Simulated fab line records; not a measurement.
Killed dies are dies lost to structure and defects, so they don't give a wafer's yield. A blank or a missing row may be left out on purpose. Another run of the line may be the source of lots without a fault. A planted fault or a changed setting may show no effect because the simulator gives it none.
2 desks, one fault / flow nand-harc / each desk has only its own numbers; what lay behind them comes last

AT THE TOOL OWNER'S DESK: ald-metal-02
The tool's own readings at NHARC_A_WL_FILL_ALD_02 (deposits TiN, target thk 2 nm, pulse time 3 s, ald cycles 100): means of the sampled wafers that have a number, for each lot that ran on this tool. Any lot whose mean is over 4 standard deviations away from the usual mean is out of limits and marked OUT; that distance is given in the brackets.
Columns: A = heater-power-w at NHARC_A_WL_FILL_ALD_02, usual 1090 W; B = precursor-pulse-height-rel at NHARC_A_WL_FILL_ALD_02, usual 0.997
lot=L261; first seen here=day 15 12:56; A=1208; B=0.999
lot=L264; first seen here=day 15 17:49; A=1175; B=1.021
lot=L265; first seen here=day 16 20:42; A=1145; B=1.004
lot=L278; first seen here=day 19 08:48; A=1092; B=0.991
lot=L280; first seen here=day 20 05:07; A=1149; B=0.992
This desk found nothing out of limits on any of the 5 lots.

THE DEFECT DESK
Counts from the inspections along the route, per lot, as means over the sampled wafers that have a number. Any lot whose mean is over 4 standard deviations away from the usual mean is out of limits and marked OUT; that distance is given in the brackets.
Columns: A = raw-defect-count at NHARC_A_SIN_REMOVE_INSPECT_04, usual 292
lot=L258; first seen here=day 14 21:58; A=260
lot=L261; first seen here=day 15 11:20; A=277
lot=L260; first seen here=day 15 14:05; A=277
lot=L263; first seen here=day 15 14:07; A=219
lot=L264; first seen here=day 15 17:16; A=390
lot=L265; first seen here=day 16 19:58; A=331
lot=L273; first seen here=day 18 13:01; A=288
lot=L274; first seen here=day 18 21:05; A=398
lot=L278; first seen here=day 19 08:16; A=232
lot=L277; first seen here=day 19 08:17; A=273
lot=L279; first seen here=day 19 08:17; A=229
lot=L280; first seen here=day 20 04:31; A=392
lot=L281; first seen here=day 20 18:47; A=387
This desk found nothing out of limits on any of the 13 lots.

TAKEN TOGETHER
The desk of the tool owner found nothing out of limits.
Nothing the defect desk looked at was out of limits.

WHAT HAD BEEN PUT IN BY THE SIMULATOR
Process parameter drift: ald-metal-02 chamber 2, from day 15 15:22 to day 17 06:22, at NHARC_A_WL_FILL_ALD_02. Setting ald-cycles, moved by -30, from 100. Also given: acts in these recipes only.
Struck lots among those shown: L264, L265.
